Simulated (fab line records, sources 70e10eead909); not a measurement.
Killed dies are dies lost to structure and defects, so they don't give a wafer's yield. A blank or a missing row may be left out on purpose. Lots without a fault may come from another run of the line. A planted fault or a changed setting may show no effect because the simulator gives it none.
Tool commonality check | flow nand_harc | 16 lots, 48 wafers sampled

WHY IT WAS OPENED
At NHARC_P_M0_CD_MEAS_09 the reading cd_nm is flagged on 4 of 16 lots. Wafers without a fault read 89.6 nm, standard deviation 1.
Rule: a lot is flagged when every wafer of it that has a number lies more than 4 standard deviations from that mean, or none has a number. The other lots count as sound.

lot  | measured     | on        | cd_nm (nm), wafer by wafer | flag
L765 | day 6 04:31  | cd_sem-01 | 88.2 87.7 89.1             |
L766 | day 6 08:45  | cd_sem-03 | 87.3 88.4 88.1             |
L767 | day 6 18:23  | cd_sem-03 | 91.5 89.9 90.4             |
L769 | day 7 19:28  | cd_sem-03 | 88.9 88.7 88.2             |
L771 | day 8 12:06  | cd_sem-01 | 91.8 90.6 90.5             |
L772 | day 9 03:29  | cd_sem-01 | 89.3 88.2 89.6             |
L774 | day 9 20:01  | cd_sem-03 | 90.4 90.6 89.1             |
L776 | day 10 13:29 | cd_sem-02 | 88.2 88.9 89.3             |
L777 | day 10 22:56 | cd_sem-01 | 104.8 104.8 104.9          | FLAGGED
L779 | day 12 04:28 | cd_sem-03 | 90.9 89.6 91.8             |
L778 | day 12 07:11 | cd_sem-01 | 100.7 101.3 100.5          | FLAGGED
L780 | day 12 08:14 | cd_sem-03 | 88.6 89.6 87.8             |
L781 | day 12 16:31 | cd_sem-03 | 100.4 100.0 98.9           | FLAGGED
L782 | day 13 04:28 | cd_sem-02 | 99.2 99.7 99.3             | FLAGGED
L784 | day 14 11:07 | cd_sem-02 | 88.4 88.4 88.0             |
L787 | day 15 11:39 | cd_sem-02 | 89.8 90.7 90.4             |
The numbers of the flagged lots are 101.2 nm on average: +11.6 nm against the usual, or +12 standard deviations.

WHICH TOOL RAN EACH LOT
The record holds 2 process steps before the reading, out of a route of 1302 steps. In each cell: the tool, then ch and the chambers that the sampled wafers went through, then the start.
lot  | flag    | NHARC_P_CONTACT_DEGAS_38     | NHARC_P_M0_EXPOSE_06
L765 |         | pvd_sputter-02, day 6 02:07  | arfi_scanner-01 ch 0, day 6 04:22
L766 |         | pvd_sputter-03, day 6 06:29  | arfi_scanner-01 ch 0, day 6 08:37
L767 |         | pvd_sputter-02, day 6 16:07  | arfi_scanner-01 ch 0, day 6 18:14
L769 |         | pvd_sputter-01, day 7 17:04  | arfi_scanner-03 ch 0, day 7 19:19
L771 |         | pvd_sputter-01, day 8 09:35  | arfi_scanner-03 ch 0, day 8 11:58
L772 |         | pvd_sputter-01, day 9 01:06  | arfi_scanner-02 ch 0, day 9 03:21
L774 |         | pvd_sputter-02, day 9 17:46  | arfi_scanner-02 ch 0, day 9 19:53
L776 |         | pvd_sputter-02, day 10 11:13 | arfi_scanner-03 ch 0, day 10 13:21
L777 | FLAGGED | pvd_sputter-03, day 10 20:22 | arfi_scanner-03 ch 0, day 10 22:47
L779 |         | pvd_sputter-03, day 12 02:04 | arfi_scanner-02 ch 0, day 12 04:20
L778 | FLAGGED | pvd_sputter-03, day 12 04:47 | arfi_scanner-03 ch 0, day 12 07:03
L780 |         | pvd_sputter-02, day 12 05:15 | arfi_scanner-02 ch 0, day 12 08:05
L781 | FLAGGED | pvd_sputter-02, day 12 13:48 | arfi_scanner-03 ch 0, day 12 16:23
L782 | FLAGGED | pvd_sputter-03, day 13 02:11 | arfi_scanner-03 ch 0, day 13 04:19
L784 |         | pvd_sputter-03, day 14 08:30 | arfi_scanner-02 ch 0, day 14 10:59
L787 |         | pvd_sputter-03, day 15 09:13 | arfi_scanner-02 ch 0, day 15 11:31
What these steps do:
- NHARC_P_CONTACT_DEGAS_38: time 60 s.
- NHARC_P_M0_EXPOSE_06: exposes mask P M0, target cd 90 nm.
- NHARC_P_M0_CD_MEAS_09: target cd 90 nm.

FLAGGED OVER TOTAL, TOOL BY TOOL (the gauges that took the reading come last)
step                     | tool            | lots run | flagged | share of the flagged lots | sound lots run after its first flagged lot
NHARC_P_CONTACT_DEGAS_38 | pvd_sputter-01  | 3        | 0       | none                      | -
NHARC_P_CONTACT_DEGAS_38 | pvd_sputter-02  | 6        | 1       | some                      | 0
NHARC_P_CONTACT_DEGAS_38 | pvd_sputter-03  | 7        | 3       | some                      | 3 (L779,L784,L787)
NHARC_P_M0_EXPOSE_06     | arfi_scanner-01 | 3        | 0       | none                      | -
NHARC_P_M0_EXPOSE_06     | arfi_scanner-02 | 6        | 0       | none                      | -
NHARC_P_M0_EXPOSE_06     | arfi_scanner-03 | 7        | 4       | all                       | 0
NHARC_P_M0_CD_MEAS_09    | cd_sem-01       | 5        | 2       | some                      | 0
NHARC_P_M0_CD_MEAS_09    | cd_sem-02       | 4        | 1       | some                      | 2 (L784,L787)
NHARC_P_M0_CD_MEAS_09    | cd_sem-03       | 7        | 1       | some                      | 0

WHAT THE TABLE ALLOWS
1 row of the table ran every flagged lot: arfi_scanner-03 at NHARC_P_M0_EXPOSE_06.
- arfi_scanner-03 at NHARC_P_M0_EXPOSE_06: 4 of its 7 lots flagged. Its last sound lot is L776 (day 10 13:21), its first flagged lot L777 (day 10 22:47): a fault that began between those two fits. Its own readings lie more than 4 standard deviations out on every wafer of the flagged lots: exposure_dose_mJ_cm2.
One tool is left: arfi_scanner-03 at NHARC_P_M0_EXPOSE_06.

WHAT THE SIMULATOR HAD PUT IN
Process parameter drift: arfi_scanner-03, from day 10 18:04 on, at NHARC_P_M0_EXPOSE_06. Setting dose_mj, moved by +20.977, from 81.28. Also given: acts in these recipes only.
Lots struck among those shown: L777, L778, L781, L782. The rule above found the same.
